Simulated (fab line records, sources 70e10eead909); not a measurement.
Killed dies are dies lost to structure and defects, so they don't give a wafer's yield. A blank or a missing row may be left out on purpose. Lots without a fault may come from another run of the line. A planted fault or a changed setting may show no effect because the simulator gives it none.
fab line records | flow nand_harc
record lots=6 wafers=18 last_day=33
route steps=1302 shown A_CONTACT@1103 A_BLC@1107 END@1302
lots that met no fault: from a run of the same line without faults
start_h: hours from the record's first day to the start of the lot's first wafer shown | wait_h: hours since the lot's step before | " the same as in the row above | L1.1+2: a row that stands for several wafers | - no value, or no start given | * or withheld: withheld | < > ~ a bound
route shown NAME@n: a module of which the file shows steps, and the number in the route of the first | usual: mean/standard deviation of fault-free wafers | same: alike in all rows | chamber/n: place in a boat | sites: the reading at each site | _std_site: their standard deviation | _edge_site: outer sites' mean less inner sites' | radius_mm: how far each site lies from the wafer's centre | mask NAME#n: copy n | behind: the tool/chamber that last shaped the wafer | hold: why the lot was held/for how many hours/how that ended | device: the transistor (n, p or np) that didn't switch | end of line: the same wafers' tests at the end of the route | a step without rows: its recipe alone | killed: dies lost to structure and defects at the first sort, not the wafer's yield | map: a wafer's dies, x killed, . not, _ none there
set.NAME: the setting as run; set.NAME@STEP: as run at that earlier step | model.NAME: the simulator's own value behind a step, which no gauge read
lots at some steps of the route; a table a step, a row a wafer
services: from which hour (start_h, from the record's first day; less than 0 if before it) a tool's chamber was out of use, for how many hours, and why
## steps
# step NHARC_A_CONTACT_CMP_20
# recipe t_overpolish_s=30 target_thk_nm=300
# usual edge_zone_pressure_frac=1.000/0.0046 motor_current_A=11.5/0.84 overpolish_run_s=30.001/0.0086 slurry_filter_dp_kPa=13.49/0.12 slurry_flow_ml_min=150.0/0.47 time_to_endpoint_s=62/3.3
# columns lot.wafer tool chamber start_h wait_h edge_zone_pressure_frac motor_current_A overpolish_run_s slurry_filter_dp_kPa slurry_flow_ml_min time_to_endpoint_s
L845.4 cmp-02 0 552.72 0.5 0.998 13.2 30.012 13.75 149.5 64
L845.5 " 3 " " 1.006 10.8 30.009 13.44 149.4 67
L845.6 " 0 " " 0.991 12.6 30.006 13.44 149.8 63
L850.3 cmp-02 0 606.71 0.5 1.000 13.0 30.003 13.50 150.6 60
L850.1 " 2 " " 1.001 10.4 29.998 13.42 150.8 64
L850.6 " 0 " " 1.002 12.6 30.012 13.48 150.3 58
L854.3 cmp-02 1 647.04 0.4 0.994 10.2 30.005 13.65 149.5 66
L854.4 " 2 " " 0.993 10.6 30.005 13.37 149.7 65
L854.6 " 0 " " 1.002 13.0 30.005 13.64 149.9 61
L856.1 cmp-03 0 661.39 0.7 1.002 12.3 29.992 13.46 149.9 62
L856.4 " 1 " " 0.999 9.7 29.981 13.76 149.6 64
L856.2 " 2 " " 1.003 12.2 29.994 13.62 150.0 57
L864.2 cmp-02 0 737.63 0.8 1.008 13.0 30.006 13.43 149.6 56
L864.3 " 3 " " 1.006 10.6 30.011 13.20 151.0 59
L864.5 " 0 " " 1.006 12.6 30.009 13.49 149.6 58
L865.1 cmp-04 0 738.51 0.6 0.999 12.1 30.001 13.48 149.8 60
L865.2 " 2 " " 1.007 11.9 29.980 13.40 150.2 58
L865.5 " 0 " " 0.999 12.2 29.991 13.49 150.0 62
# step NHARC_A_CONTACT_SRD_22
# step NHARC_A_CONTACT_INSPECT_23
# usual raw_defect_count=528/150
# columns lot.wafer tool chamber start_h wait_h raw_defect_count
L845.4 defect_inspect-01 - 553.10 0.1 417
L845.5 " - " " 299
L845.6 " - " " 432
L850.1 defect_inspect-01 - 607.09 0.1 504
L850.3 " - " " 533
L850.6 " - " " 378
L854.3 defect_inspect-02 - 647.39 0.1 443
L854.4 " - " " 473
L854.6 " - " " 510
L856.1 defect_inspect-01 - 661.76 0.1 367
L856.2 " - " " 473
L856.4 " - " " 528
L864.2 defect_inspect-02 - 738.03 0.1 626
L864.3 " - " " 392
L864.5 " - " " 391
L865.1 defect_inspect-02 - 738.91 0.1 369
L865.2 " - " " 342
L865.5 " - " " 365
# step NHARC_A_BLC_DEHYDRATE_00
# recipe temp_c=150 time_s=120
# step NHARC_A_BLC_HMDS_01
# recipe time_s=30
# step NHARC_A_BLC_COAT_02
# recipe temp_c=260 time_s=75
# step NHARC_A_BLC_COAT_03
# recipe temp_c=225 time_s=65
# step NHARC_A_BLC_COAT_04
# recipe spin_rpm=1500 resist_thk_nm=90
# step NHARC_A_BLC_SOFTBAKE_05
# recipe temp_c=105 time_s=55
# step NHARC_A_BLC_EBR_06
# step NHARC_A_BLC_EXPOSE_07
# recipe na=1.35 target_cd_nm=100 dose_mj=67.97 mask_id=A_BLC
# step NHARC_A_BLC_PEB_08
# recipe peb_temp_c=100 peb_time_s=65
# usual heater_power_total_W=156.5/0.42 plate_temp_C=100.03/0.14
# columns lot.wafer tool chamber start_h wait_h heater_power_total_W plate_temp_C
L845.4 litho_track-01 0 553.52 0.0 156.2 100.14
L845.5 " 0 " " 157.1 100.06
L845.6 " 0 " " 156.0 100.03
L850.1 litho_track-06 0 607.52 0.1 156.9 100.04
L850.3 " 0 " " 157.0 99.77
L850.6 " 0 " " 156.3 99.93
L854.3 litho_track-01 0 647.69 0.0 139.1 91.68
L854.4 " 0 " " 139.0 91.83
L854.6 " 0 " " 138.5 91.68
L856.1 litho_track-01 0 662.19 0.1 138.8 91.68
L856.2 " 0 " " 138.5 91.54
L856.4 " 0 " " 138.2 91.78
L864.2 litho_track-01 0 738.34 0.1 157.0 100.35
L864.3 " 0 " " 155.9 100.17
L864.5 " 0 " " 156.1 100.15
L865.1 litho_track-04 0 739.34 0.1 156.8 100.07
L865.2 " 0 " " 156.0 100.27
L865.5 " 0 " " 156.8 100.03
# step NHARC_A_BLC_DEVELOP_09
# recipe develop_time_s=35 dev_temp_c=23
# step NHARC_A_BLC_CD_MEAS_10
# recipe target_cd_nm=100 landing_energy_ev=500
# usual cd_nm=99.9/0.65
# columns lot.wafer tool chamber start_h wait_h hold cd_nm
L845.4 cd_sem-03 0 553.61 - - 100.2
L845.5 " 0 " " - 99.0
L845.6 " 0 " " - 99.7
L850.1 cd_sem-03 0 607.59 - - 99.2
L850.3 " 0 " " - 99.0
L850.6 " 0 " " - 99.9
L854.3 cd_sem-01 0 647.78 - await_dispo/0.2h/release 63.1
L854.4 " 0 " " await_dispo/0.2h/release 63.1
L854.6 " 0 " " await_dispo/0.2h/release 63.1
L854.3 cd_sem-01 0 - - - 63.1
L854.4 " 0 " " - 63.1
L854.6 " 0 " " - 63.0
L856.1 cd_sem-03 0 662.27 - await_dispo/0.2h/release 62.7
L856.2 " 0 " " await_dispo/0.2h/release 62.7
L856.4 " 0 " " await_dispo/0.2h/release 62.9
L856.1 cd_sem-03 0 - - - 63.0
L856.2 " 0 " " - 62.4
L856.4 " 0 " " - 62.8
L864.2 cd_sem-02 0 738.42 - - 99.3
L864.3 " 0 " " - 99.8
L864.5 " 0 " " - 99.4
L865.1 cd_sem-03 0 739.42 - - 100.3
L865.2 " 0 " " - 100.9
L865.5 " 0 " " - 100.9
# step NHARC_END_SORT_01
# recipe temp_c=25
# usual defect_limited_yield=90.9/2.8 killed_at_array=57/20 killed_at_other=1.3/1.4 killed_at_periphery=3.4/2.4 killed_dies=61/19 killed_open=2.9/1.8 killed_short=2.5/1.6
# same gross_dies=677
# columns lot.wafer tool chamber start_h wait_h defect_limited_yield[%] killed_at_array killed_at_other killed_at_periphery killed_dies killed_open killed_short
L845.4 prober-02 0 609.02 3.4 92.0 50 0 4 54 1 2
L845.5 prober-02 0 609.82 3.7 92.3 46 0 6 52 2 5
L845.6 prober-02 0 610.63 4.0 94.2 37 0 2 39 1 2
L850.1 prober-02 0 652.15 2.5 83.9 103 2 4 109 1 2
L850.3 prober-02 0 653.76 3.1 84.2 101 3 3 107 1 1
L850.6 prober-02 0 656.18 4.0 88.9 69 5 1 75 1 1
# killed by level:class
L845.4 A_CHANNEL_HOLE_D2:chamber_film_flake=38 A_STAIRCASE:chamber_film_flake=3 A_WL_FILL:geometric_particle:short=2 P_STI:chamber_film_flake=2 A_CHANNEL_HOLE_D1:chamber_film_flake=2 P_M0:geometric_particle:open=1 P_GATE:chamber_film_flake=1 A_CHANNEL_FILL_D1:chamber_film_flake=1
L845.5 A_CHANNEL_HOLE_D2:chamber_film_flake=33 P_STI:chamber_film_flake=3 A_STAIRCASE:chamber_film_flake=3 A_ONON_D2:geometric_particle:short=2 A_WL_FILL:geometric_particle:short=2 A_CONTACT:chamber_film_flake=2 P_M0:geometric_particle:short=1 P_M0:geometric_particle:open=1
L845.6 A_CHANNEL_HOLE_D2:chamber_film_flake=24 A_CHANNEL_HOLE_D1:chamber_film_flake=6 A_STAIRCASE:chamber_film_flake=2 A_CONTACT:chamber_film_flake=2 P_M0:geometric_particle:short=1 A_ONON_D1:geometric_particle:open=1 A_DECK1_JOINT:geometric_particle:short=1 P_GATE:chamber_film_flake=1
L850.1 A_CHANNEL_HOLE_D2:chamber_film_flake=35 A_SLIT:chamber_film_flake=33 A_CHANNEL_HOLE_D1:chamber_film_flake=28 A_CONTACT:chamber_film_flake=4 THIN_TSV:chamber_film_flake=2 A_ONON_D1:geometric_particle:short=1 A_CHANNEL_HOLE_D2:geometric_particle:short=1 A_CHANNEL_HOLE_D2:geometric_particle:open=1
L850.3 A_CHANNEL_HOLE_D2:chamber_film_flake=35 A_SLIT:chamber_film_flake=32 A_CHANNEL_HOLE_D1:chamber_film_flake=24 A_CONTACT:chamber_film_flake=6 P_M1:chamber_film_flake=2 A_STAIRCASE:chamber_film_flake=2 THIN_TSV:chamber_film_flake=2 A_CHANNEL_HOLE_D1:geometric_particle:short=1
L850.6 A_SLIT:chamber_film_flake=29 A_CHANNEL_HOLE_D2:chamber_film_flake=17 A_CHANNEL_HOLE_D1:chamber_film_flake=15 THIN_TSV:chamber_film_flake=5 A_CONTACT:chamber_film_flake=4 A_CHANNEL_HOLE_D2:geometric_particle:short=1 A_BLC:geometric_particle:open=1 P_ZERO_WELL:chamber_film_flake=1
## services
# columns tool chamber start_h hours kind
litho_track-06 - 529.00 7.0 pm
cmp-02 - 530.51 - consumable_replace:conditioner
cmp-02 - 530.51 - consumable_replace:pad
litho_track-01 - 530.97 - consumable_replace:filter
cmp-04 - 536.91 4.3 repair
litho_track-04 - 553.00 7.0 pm
cmp-03 - 554.15 4.0 pm
cmp-03 - 562.54 2.0 repair
cmp-03 - 567.59 0.5 repair
cmp-04 - 601.17 4.0 pm
cmp-02 - 619.45 0.8 repair
cmp-02 - 624.51 4.0 pm
cmp-02 - 628.51 - consumable_replace:conditioner
cmp-02 - 628.51 - consumable_replace:pad
cmp-03 - 652.15 4.0 pm
litho_track-01 - 680.00 7.0 pm
cmp-02 - 683.48 0.8 repair
cmp-04 - 686.19 0.9 repair
cmp-04 - 699.17 4.0 pm
cmp-03 - 701.97 0.3 repair
litho_track-06 - 704.00 7.0 pm
cmp-03 - 711.76 0.9 repair
cmp-02 - 722.51 4.0 pm
litho_track-04 - 728.00 7.0 pm
## key
first_sign step=NHARC_A_BLC_PEB_08 reading=plate_temp_C direction=down sigmas=61 usual=* struck=*
effect step=NHARC_A_BLC_PEB_08 reading=heater_power_total_W direction=down sigmas=42 usual=* struck=*
effect step=NHARC_A_BLC_CD_MEAS_10 reading=visit direction=added
effect step=NHARC_A_BLC_CD_MEAS_10 reading=cd_nm direction=down sigmas=57 usual=99.9 struck=62.9
met_at NHARC_A_BLC_PEB_08
struck_wafers L854.3,L854.4,L854.6,L856.1,L856.2,L856.4
scrapped_behind NHARC_A_BLC_CD_MEAS_10 L854.3,L854.4,L854.6,L856.1,L856.2,L856.4
onset_between 553.52 647.69
fault kind=process_parameter_drift tool=litho_track-01 chamber=- onset_h=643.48 steps=NHARC_A_BLC_PEB_08 channel=peb_temp_c offset=* shape=step end_h=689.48 acts_in=* stated=*
